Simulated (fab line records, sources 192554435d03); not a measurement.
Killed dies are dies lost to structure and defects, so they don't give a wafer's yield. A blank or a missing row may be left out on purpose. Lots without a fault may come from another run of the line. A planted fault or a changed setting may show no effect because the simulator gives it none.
Chamber matching | flow n5_finfet | N5_BEOL_M10_VIA_ETCH_34 on rie_diel-03: 4 sister chambers
The step etches SiCOH lowk in C4F6/O2, target depth 184.5 nm, time 69.2 s. 8 wafers are shown with their chamber, then 11 later ones without.

WAFERS WITH THEIR CHAMBER
wafer  | chamber | showerhead_plenum_p_Torr (Torr) | rf_vpp_V (V)
L077.1 | 2       | 2.74                            | 653
L081.1 | 0       | 2.73                            | 688
L081.3 | 1       | 3.01                            | 662
L081.6 | 0       | 2.73                            | 686
L082.2 | 3       | 2.96                            | 652
L082.4 | 2       | 2.73                            | 653
L082.5 | 1       | 3.01                            | 663
L087.1 | 3       | 2.95                            | 652

WAFERS WITHOUT THEIR CHAMBER
wafer  | showerhead_plenum_p_Torr (Torr) | rf_vpp_V (V)
L087.5 | 3.00                            | 662
L087.6 | 2.72                            | 686
L091.1 | 3.00                            | 663
L091.2 | 2.95                            | 649
L091.4 | 2.72                            | 685
L090.4 | 3.00                            | 663
L090.5 | 2.72                            | 653
L090.6 | 3.00                            | 662
L094.1 | 3.00                            | 663
L094.2 | 2.95                            | 651
L094.3 | 2.72                            | 652

WHICH CHAMBER EACH WENT THROUGH
wafer  | from the rows above | in truth
L087.5 | 1                   | 1
L087.6 | 0                   | 0
L091.1 | 1                   | 1
L091.2 | 3                   | 3
L091.4 | 0                   | 0
L090.4 | 1                   | 1
L090.5 | 2                   | 2
L090.6 | 1                   | 1
L094.1 | 1                   | 1
L094.2 | 3                   | 3
L094.3 | 2                   | 2
Placed correctly: 11 of 11. Can't be placed from these rows: 0. Placed wrongly: 0.
How it was worked out, from the rows above alone: a wafer's distance from a chamber is the root of the sum, over the readings, of the square of ((its reading less the chamber's mean) divided by the reading's scatter). The wafer belongs to the nearest chamber; if the next one is less than 2 further off, it can't be placed. A chamber's mean is the mean of its shown wafers. The scatter: the root of (the sum of the squares of (reading less its chamber's mean) over the shown wafers, divided by (wafers less chambers)).
